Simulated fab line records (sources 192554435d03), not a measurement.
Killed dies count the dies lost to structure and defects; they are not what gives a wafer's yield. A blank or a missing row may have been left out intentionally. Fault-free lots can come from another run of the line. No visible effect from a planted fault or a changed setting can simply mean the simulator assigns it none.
Chamber matching | flow n5-finfet | pecvd-03 running N5_GATE_CUT_PECVD_57: 3 sister chambers
The step deposits SiNx from SiH4/NH3/N2, target thk 21 nm. 3 wafers are shown with their chamber, then 10 later ones without.

## WAFERS, EACH WITH ITS CHAMBER
wafer  | chamber | throttle-valve-pct (%)
L088.3 | 1       | 41.7
L089.1 | 2       | 37.4
L089.3 | 0       | 38.9

## WAFERS WITHOUT THEIR CHAMBER
wafer  | throttle-valve-pct (%)
L089.5 | 38.8
L091.1 | 41.6
L091.4 | 41.5
L091.5 | 38.8
L095.4 | 38.9
L095.5 | 37.4
L095.6 | 41.9
L096.1 | 38.8
L096.3 | 41.6
L096.5 | 41.7

## THE CHAMBER EACH PASSED THROUGH
wafer  | from the rows above | in truth
L089.5 | 0                   | 0
L091.1 | 1                   | 1
L091.4 | 1                   | 1
L091.5 | 0                   | 0
L095.4 | 0                   | 0
L095.5 | 2                   | 2
L095.6 | 1                   | 1
L096.1 | 0                   | 0
L096.3 | 1                   | 1
L096.5 | 1                   | 1
Correctly placed: 10 of 10. Number that these rows cannot place: 0. 0 placed wrongly.
How it was worked out, from the rows above alone: a wafer's distance from a chamber is the root of the sum, over the readings, of the square of ((its reading less the chamber's mean) divided by the reading's scatter). The wafer belongs to the nearest chamber; if the next one is less than 2 further off, it can't be placed. A chamber's mean is the mean of its shown wafers. The scatter: root of mean squared gap, hidden wafer to nearest shown wafer, with one shown wafer a chamber.
